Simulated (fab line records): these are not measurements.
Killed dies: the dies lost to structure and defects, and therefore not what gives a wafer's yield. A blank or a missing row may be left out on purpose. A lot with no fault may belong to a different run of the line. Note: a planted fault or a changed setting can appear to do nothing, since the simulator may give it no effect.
Shared-tool check	flow nand_harc	Lots sampled 12, wafers sampled 36

## REASON IT WAS OPENED
On 1 of the 12 lots, a flag is raised at NHARC_END_SORT_01 on the reading killed_at_periphery. Fault-free wafers read 2.9, with a standard deviation of 2.
Rule: a lot gets a flag if all its wafers with a number sit over 4 standard deviations from that mean, or if no wafer of it has a number. As for the other lots, they are considered sound.

lot	measured	on	killed_at_periphery, wafer by wafer	flag
L643	day 19 18:32	prober-01	2 2 3	
L645	day 20 10:50	prober-02	0 2 1	
L650	day 21 01:56	prober-02	3 0 4	
L649	day 21 02:38	prober-01	4 11 10	
L651	day 21 22:35	prober-02	644 643 648	FLAGGED
L659	day 24 08:30	prober-02	2 2 3	
L662	day 24 14:22	prober-01	5 9 2	
L660	day 24 15:31	prober-02	6 4 2	
L663	day 24 22:11	prober-01	1 3 5	
L664	day 24 23:18	prober-02	2 1 3	
L666	day 25 06:50	prober-01	3 5 2	
L665	day 25 15:50	prober-02	3 0 0	
The numbers of the flagged lots are 645.0 on average: +642.1 against the usual, or +99 or more standard deviations.

## WHICH TOOL RAN EACH LOT
Before the reading, the record contains 4 process steps out of a 1159-step route. Every cell lists first the tool, next ch and the chambers used by the sampled wafers, and last the start.
lot	flag	NHARC_P_GATE_DESCUM_48	NHARC_P_GATE_STRIP_111	NHARC_P_GATE_STRIP_75	NHARC_P_GATE_EXPOSE_56
L643		rie_diel-10 ch 1,2, day 4 21:43	plasma_asher-01 ch 0, day 4 22:08	plasma_asher-01 ch 0, day 4 22:26	krf_scanner-04 ch 0, day 4 23:12
L645		rie_diel-07 ch 0,2, day 5 15:59	plasma_asher-01 ch 0,1, day 5 16:25	plasma_asher-01 ch 0,1, day 5 16:43	krf_scanner-01 ch 0, day 5 17:29
L650		rie_diel-07 ch 1,3, day 6 23:46	plasma_asher-01 ch 0,1, day 7 00:11	plasma_asher-01 ch 0,1, day 7 00:27	krf_scanner-04 ch 0, day 7 01:12
L649		rie_diel-07 ch 0,2,3, day 6 21:08	plasma_asher-01 ch 0, day 6 21:31	plasma_asher-01 ch 0, day 6 21:47	krf_scanner-03 ch 0, day 6 22:26
L651	FLAGGED	rie_diel-09 ch 1,2,3, day 7 07:14	plasma_asher-02 ch 0,1, day 7 07:37	plasma_asher-02 ch 0,1, day 7 07:53	krf_scanner-03 ch 0, day 7 08:39
L659		rie_diel-10 ch 1,2,3, day 9 09:40	plasma_asher-02 ch 0,1, day 9 10:03	plasma_asher-02 ch 0,1, day 9 10:21	krf_scanner-03 ch 0, day 9 11:08
L662		rie_diel-07 ch 0,2,3, day 10 04:56	plasma_asher-02 ch 0,1, day 10 05:19	plasma_asher-02 ch 0,1, day 10 05:35	krf_scanner-04 ch 0, day 10 06:13
L660		rie_diel-07 ch 0,1,3, day 9 14:09	plasma_asher-02 ch 0,1, day 9 14:31	plasma_asher-02 ch 0,1, day 9 14:49	krf_scanner-03 ch 0, day 9 15:28
L663		rie_diel-07 ch 0,1,3, day 10 05:26	plasma_asher-02 ch 0,1, day 10 05:48	plasma_asher-02 ch 0,1, day 10 06:05	krf_scanner-04 ch 0, day 10 06:53
L664		rie_diel-07 ch 0,1,3, day 10 05:17	plasma_asher-01 ch 0,1, day 10 05:41	plasma_asher-01 ch 0,1, day 10 05:57	krf_scanner-03 ch 0, day 10 06:43
L666		rie_diel-09 ch 1,3, day 10 20:49	plasma_asher-02 ch 0,1, day 10 21:11	plasma_asher-02 ch 0,1, day 10 21:29	krf_scanner-01 ch 0, day 10 22:08
L665		rie_diel-10 ch 1,2,3, day 10 15:03	plasma_asher-01 ch 0,1, day 10 15:23	plasma_asher-01 ch 0,1, day 10 15:41	krf_scanner-01 ch 0, day 10 16:28
What these steps do:
- NHARC_P_GATE_DESCUM_48: chemistry O2, time 3 s.
- NHARC_P_GATE_STRIP_111: strips in N2/H2, time 250 s.
- NHARC_P_GATE_STRIP_75: strips in O2.
- NHARC_P_GATE_EXPOSE_56: exposes mask P PSD, target cd 720 nm.
- NHARC_END_SORT_01

## FLAGGED AGAINST TOTAL, ONE TOOL AT A TIME (gauges that did the reading follow at the end)
step	tool	lots run	flagged	share of the flagged lots	sound lots run after its first flagged lot
NHARC_P_GATE_DESCUM_48	rie_diel-07	7	0	none	-
NHARC_P_GATE_DESCUM_48	rie_diel-09	2	1	all	1 (L666)
NHARC_P_GATE_DESCUM_48	rie_diel-10	3	0	none	-
NHARC_P_GATE_STRIP_111	plasma_asher-01	6	0	none	-
NHARC_P_GATE_STRIP_111	plasma_asher-02	6	1	all	5 (L659,L660,L662,L663,L666)
NHARC_P_GATE_STRIP_75	plasma_asher-01	6	0	none	-
NHARC_P_GATE_STRIP_75	plasma_asher-02	6	1	all	5 (L659,L660,L662,L663,L666)
NHARC_P_GATE_EXPOSE_56	krf_scanner-01	3	0	none	-
NHARC_P_GATE_EXPOSE_56	krf_scanner-03	5	1	all	3 (L659,L660,L664)
NHARC_P_GATE_EXPOSE_56	krf_scanner-04	4	0	none	-
NHARC_END_SORT_01	prober-01	5	0	none	-
NHARC_END_SORT_01	prober-02	7	1	all	4 (L659,L660,L664,L665)

## WHAT IS ALLOWED BY THE TABLE
5 rows of the table ran every flagged lot: rie_diel-09 at NHARC_P_GATE_DESCUM_48, plasma_asher-02 at NHARC_P_GATE_STRIP_111, plasma_asher-02 at NHARC_P_GATE_STRIP_75, krf_scanner-03 at NHARC_P_GATE_EXPOSE_56, prober-02 at NHARC_END_SORT_01.
- rie_diel-09 at NHARC_P_GATE_DESCUM_48 ran 2 lots, 1 of them flagged. After the first flagged lot (L666), sound lots still ran on it; a lasting fault on the whole tool would not permit that.
- plasma_asher-02 at NHARC_P_GATE_STRIP_111 ran 6 lots, 1 of them flagged. After the first flagged lot (L659, L660, L662, L663, L666), sound lots still ran on it; a lasting fault on the whole tool would not permit that.
- plasma_asher-02 at NHARC_P_GATE_STRIP_75 ran 6 lots, 1 of them flagged. After the first flagged lot (L659, L660, L662, L663, L666), sound lots still ran on it; a lasting fault on the whole tool would not permit that.
- krf_scanner-03 at NHARC_P_GATE_EXPOSE_56 ran 5 lots, 1 of them flagged. After the first flagged lot (L659, L660, L664), sound lots still ran on it; a lasting fault on the whole tool would not permit that.
- prober-02 at NHARC_END_SORT_01 ran 7 lots, 1 of them flagged. After the first flagged lot (L659, L660, L664, L665), sound lots still ran on it; a lasting fault on the whole tool would not permit that.
There is no row in the table that ran each flagged lot and no sound lot after the first.

## WHAT THE SIMULATOR HAD PUT IN
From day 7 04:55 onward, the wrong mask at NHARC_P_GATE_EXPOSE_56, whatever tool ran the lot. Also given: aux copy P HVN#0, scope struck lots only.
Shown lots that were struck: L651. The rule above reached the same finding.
